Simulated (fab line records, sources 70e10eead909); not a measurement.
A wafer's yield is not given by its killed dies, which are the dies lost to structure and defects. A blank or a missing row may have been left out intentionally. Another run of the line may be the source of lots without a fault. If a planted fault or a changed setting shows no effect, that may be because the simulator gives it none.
A struck lot beside a sound one | flow nand-harc | 28 out of 1159 route steps
Sound: these wafers, L878.1, L878.4, L878.5. The struck wafers were L886.1, L886.3, L886.5. Last of all comes the cause.
Per side, at each step with rows, come the tool, then ch with its chambers, and then its first start. Under that, the readings that differ: sound wafers | struck wafers | difference of the means | sigmas: that difference in standard deviations of wafers without a fault.
alike: a reading whose means differ by less than 2 such deviations, as well as words and numbers matching on both sides. not compared: withheld readings; readings where some wafer has no value; bounds like >300 that might hide an equal value; numbers whose values overlap and for which the record gives no deviation.
The two part at a step that has a row with sigmas, a row that says differs or no value, or rows on one side only. Numbers that have no deviation but don't overlap get no sigmas and don't part them. A reading that every wafer of one side lacks parts them only if that side has two wafers or more.

first, 2 steps without rows for these wafers: NHARC_P_M1_STRIP_19 (strips in post etch residue remover, time 600 s); NHARC_P_M1_DEGAS_29 (time 60 s).
NHARC_P_M1_PRE_CLEAN_30: time 30 s.
  sound on pvd-sputter-01; struck on pvd-sputter-03
  alike: heater-power-w
NHARC_P_M1_PVD_20: deposits TaN, target thk 5 nm, time 8.06 s.
  sound on pvd-sputter-01; struck on pvd-sputter-03
  alike: throttle-valve-pct
then, 3 steps without rows for these wafers: NHARC_P_M1_PVD_21 (deposits Cu, target thk 30 nm, time 20.49 s); NHARC_P_M1_ECD_22 (material Cu, target thk 400 nm); NHARC_P_M1_ANNEAL_31 (time 90 s).
NHARC_P_M1_CMP_23: polishes, t overpolish 20 s, target thk 157.82 nm.
  sound on cmp-01 ch 0,2,3, day 8 09:05; struck on cmp-03 ch 0,2,3, day 10 06:53
  alike: edge-zone-pressure-frac, motor-current-A, retaining-ring-pressure-frac, time-to-endpoint-s
NHARC_P_M1_THK_MEAS_24: measures by xrf.
  struck on film-metro-02, day 10 07:13; sound on film-metro-01, day 8 09:22
  alike: thk-nm
then, 1 step without rows for these wafers: NHARC_P_M1_SRD_25.
NHARC_P_M1_INSPECT_27:
  struck on defect-inspect-01, day 10 07:24; sound on defect-inspect-01, day 8 09:32
  reading          | sound       | struck      | difference | sigmas
  raw-defect-count | 447 491 305 | 140 164 140 | -266       | -2
NHARC_P_M1_PRE_CLEAN_32: time 12 s.
  sound on pecvd-02 ch 1,2, day 8 09:37; struck on pecvd-02 ch 0,2, day 10 07:29
  alike: heater-power-w
  not compared: since-wet-clean-h
NHARC_P_M1_DEP_33: deposits SiCN, target thk 30 nm.
  sound on pecvd-02 ch 1,2, day 8 09:43; struck on pecvd-02 ch 0,2, day 10 07:35
  alike: heater-power-w, showerhead-vpp-V
  not compared: since-wet-clean-h
then, 10 steps without rows for these wafers: NHARC_P_M2_DEP_00 (deposits SiOC, target thk 182.5 nm); NHARC_P_M2_DEHYDRATE_01 (time 120 s); NHARC_P_M2_HMDS_02 (time 30 s); NHARC_P_M2_COAT_34 (time 65 s); NHARC_P_M2_COAT_03 (resist thk 90 nm); NHARC_P_M2_SOFTBAKE_04 (time 55 s); NHARC_P_M2_EBR_05; NHARC_P_M2_EXPOSE_06 (exposes mask P M2, target cd 170 nm); NHARC_P_M2_PEB_07 (peb time 65 s); NHARC_P_M2_DEVELOP_08 (develop time 35 s).
NHARC_P_M2_CD_MEAS_09: the cd target is 170 nm.
  sound on cd-sem-01 ch 0, day 8 10:54; struck on cd-sem-03 ch 0, day 10 08:42
  alike: cd-nm
NHARC_P_M2_OVL_MEAS_10: pitch 340 nm.
  struck on overlay-01, day 10 08:47; sound on overlay-01, day 8 10:59
  alike: overlay-x-nm, overlay-y-nm
NHARC_P_M2_INSPECT_11:
  struck on defect-inspect-02, day 10 08:50; sound on defect-inspect-01, day 8 11:02
  reading          | sound | struck      | difference | sigmas
  raw-defect-count | 2 2 0 | 828 834 829 | +829       | +99 or more
NHARC_P_M2_DESCUM_14: chemistry O2, time 3 s.
  sound on rie-diel-09 ch 0,1,3, day 8 11:07; struck on rie-diel-04 ch 0,1, day 10 08:54
  alike: chamber-pressure-mTorr, drypump-motor-current-A, o2-flow-sccm, oes-product-au, rf-vpp-V, showerhead-plenum-p-Torr, throttle-valve-pct
  not compared: rf-hours-counter-h
-- record jumps: 13 days between struck wafers' starts before vs after; left off in module P_M2, resumes in module END, first step shown is number 1159 of the route --
NHARC_END_SORT_01:
  sound on prober-02 ch 0, day 21 09:14; struck on prober-02 ch 0, day 23 12:50
  reading                  | sound          | struck         | difference | sigmas
  defect-limited-yield (%) | 97.6 96.3 96.3 | 90.4 82.3 82.1 | -11.8      | -7
  killed-at-periphery      | 0 1 2          | 28 85 85       | +65        | +32
  killed-dies              | 16 25 25       | 65 120 121     | +80        | +7
  sort_bin_2_pct (%)       | 1.2 1.0 0.4    | 3.2 6.8 7.1    | +4.8       | +7
  sort_bin_3_pct (%)       | 0.15 0 0       | 1.62 4.14 4.28 | +3.30      | +16
  sort_bin_4_pct (%)       | 1.0 2.7 3.2    | 4.7 6.8 6.5    | +3.7       | +3
  sort-n-pass              | 661 652 652    | 612 557 556    | -80        | -7
  sort-rim-yield-pct (%)   | 98.1 95.3 99.1 | 85.8 86.8 88.7 | -10.4      | -6
  sort-yield-pct (%)       | 97.6 96.3 96.3 | 90.4 82.3 82.1 | -11.8      | -7
  alike: killed-at-array, killed-at-other, killed-open, killed-short

WHERE THEY PART
First at NHARC_P_M1_INSPECT_27; last, within this record, at NHARC_END_SORT_01.

WHY: the cause the simulator had injected
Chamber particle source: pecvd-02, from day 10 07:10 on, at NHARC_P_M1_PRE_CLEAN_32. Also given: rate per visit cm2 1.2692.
